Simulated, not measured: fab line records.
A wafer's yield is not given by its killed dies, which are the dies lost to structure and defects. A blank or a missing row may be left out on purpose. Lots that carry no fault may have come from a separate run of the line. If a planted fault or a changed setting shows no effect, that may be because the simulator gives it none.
The tool behind it: which one? | flow nand_harc | Sampling: 11 lots, 33 wafers, 5 of 1302 route steps

## WHAT EACH GAUGE READ, for each wafer
NHARC_A_ONON_D2_THK_MEAS_05: measures by ellipsometry.
lot  | measured     | on            | thk_nm (nm)
L823 | day 12 18:32 | film_metro-01 | 998 999 997
L824 | day 13 00:56 | film_metro-02 | 1003 1003 1005
L826 | day 13 23:06 | film_metro-02 | 994 994 995
L831 | day 15 09:16 | film_metro-01 | 1012 1013 1011
L833 | day 16 21:37 | film_metro-01 | 998 995 994
L835 | day 17 00:32 | film_metro-01 | 659 660 659
L838 | day 18 09:53 | film_metro-02 | 651 652 655
L842 | day 20 01:05 | film_metro-01 | 1002 1001 1001
L844 | day 21 09:17 | film_metro-01 | 1003 1006 1005
L845 | day 21 09:18 | film_metro-02 | 1014 1014 1014
L846 | day 22 06:10 | film_metro-02 | 989 989 987

## WHAT TOOL EACH LOT RAN ON (gives the tool, then ch and the chambers of the sampled wafers, and finally the start)
lot  | NHARC_A_CHANNEL_HOLE_D1_ETCH_20  | NHARC_A_CHANNEL_HOLE_D1_ETCH_22  | NHARC_A_CHANNEL_HOLE_D1_ETCH_33  | NHARC_A_ONON_D2_DEP_03
L823 | har_etch-02 ch 0,1, day 8 21:10  | har_etch-02 ch 0,1, day 8 21:56  | har_etch-02 ch 0,1, day 9 01:02  | pecvd_onon-03 ch 0, day 12 18:01
L824 | har_etch-02 ch 0,1, day 9 07:40  | har_etch-02 ch 0,1, day 9 08:27  | har_etch-02 ch 0,1, day 9 11:30  | pecvd_onon-01 ch 0, day 13 00:29
L826 | har_etch-01 ch 0,1, day 10 04:19 | har_etch-01 ch 0,1, day 10 05:05 | har_etch-01 ch 0,1, day 10 08:13 | pecvd_onon-03 ch 0, day 13 22:35
L831 | har_etch-01 ch 0,1, day 11 12:29 | har_etch-01 ch 0,1, day 11 13:15 | har_etch-01 ch 0,1, day 11 16:22 | pecvd_onon-03 ch 0, day 15 08:45
L833 | har_etch-02 ch 0,1, day 12 22:53 | har_etch-02 ch 0,1, day 12 23:38 | har_etch-02 ch 0,1, day 13 02:43 | pecvd_onon-01 ch 0, day 16 21:10
L835 | har_etch-01 ch 0,1, day 13 06:23 | har_etch-01 ch 0,1, day 13 07:11 | har_etch-01 ch 0,1, day 13 10:15 | pecvd_onon-01 ch 0, day 17 00:01
L838 | har_etch-01 ch 0,1, day 14 17:21 | har_etch-01 ch 0,1, day 14 18:11 | har_etch-01 ch 0,1, day 14 21:10 | pecvd_onon-01 ch 0, day 18 09:29
L842 | har_etch-01 ch 0,1, day 16 05:15 | har_etch-01 ch 0,1, day 16 06:02 | har_etch-01 ch 0,1, day 16 09:05 | pecvd_onon-04 ch 0, day 20 00:38
L844 | har_etch-01 ch 0,1, day 17 09:58 | har_etch-01 ch 0,1, day 17 10:43 | har_etch-01 ch 0,1, day 17 13:49 | pecvd_onon-03 ch 0, day 21 08:47
L845 | har_etch-01 ch 0,1, day 17 14:25 | har_etch-01 ch 0,1, day 17 15:16 | har_etch-01 ch 0,1, day 17 18:15 | pecvd_onon-04 ch 0, day 21 08:58
L846 | har_etch-02 ch 0,1, day 18 10:43 | har_etch-02 ch 0,1, day 18 11:32 | har_etch-02 ch 0,1, day 18 14:34 | pecvd_onon-03 ch 0, day 22 05:39
- NHARC_A_CHANNEL_HOLE_D1_ETCH_20: etches the open film in C4F8/O2/Ar, time 361.9 s, target depth 1600 nm.
- NHARC_A_CHANNEL_HOLE_D1_ETCH_22: etches the open film in C4F8/O2/Ar, time 666.7 s, target depth 1600 nm.
- NHARC_A_CHANNEL_HOLE_D1_ETCH_33: etches the open film in C4F8/O2/Ar, time 90 s, target depth 400 nm.
- NHARC_A_ONON_D2_DEP_03: target thk 1000 nm.

## THE ANSWER, worked out from the rows above alone
Rule: what is usual is taken from the lots themselves. The widest of any qualifying gaps counts: lots, ordered by their means at a reading, are off when they make up no more than a third of the lots, leave a main group of 4 or more, and stand apart from it by 3 or more times the standard deviation of that group's means. Not used: any main group whose means are identical at the precision the tables above print for the reading. Also off: a lot with no number at a reading for which 4 or more lots have one. Any other lot the step has rows for is counted as sound.
Off: L835, L838 (NHARC_A_ONON_D2_THK_MEAS_05, thk_nm). Mean 1001 nm and standard deviation 7.8 in the main group.
A tool fits if, at a process step before that reading, it ran every lot that is off, and no sound lot after the first of them. Gauges at NHARC_A_ONON_D2_THK_MEAS_05: tried the same way as those tools. One candidate fits, namely pecvd_onon-01 at NHARC_A_ONON_D2_DEP_03. A fault onset in the window from L833 (day 16 21:10, its last sound lot) to L835 (day 17 00:01, its first lot off) fits.

## WHAT HAD BEEN PUT IN BY THE SIMULATOR
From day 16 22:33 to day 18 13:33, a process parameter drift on pecvd_onon-01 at NHARC_A_ONON_D2_DEP_03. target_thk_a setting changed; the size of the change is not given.
Struck lots among those shown: L835, L838. The rule given above showed the same thing.
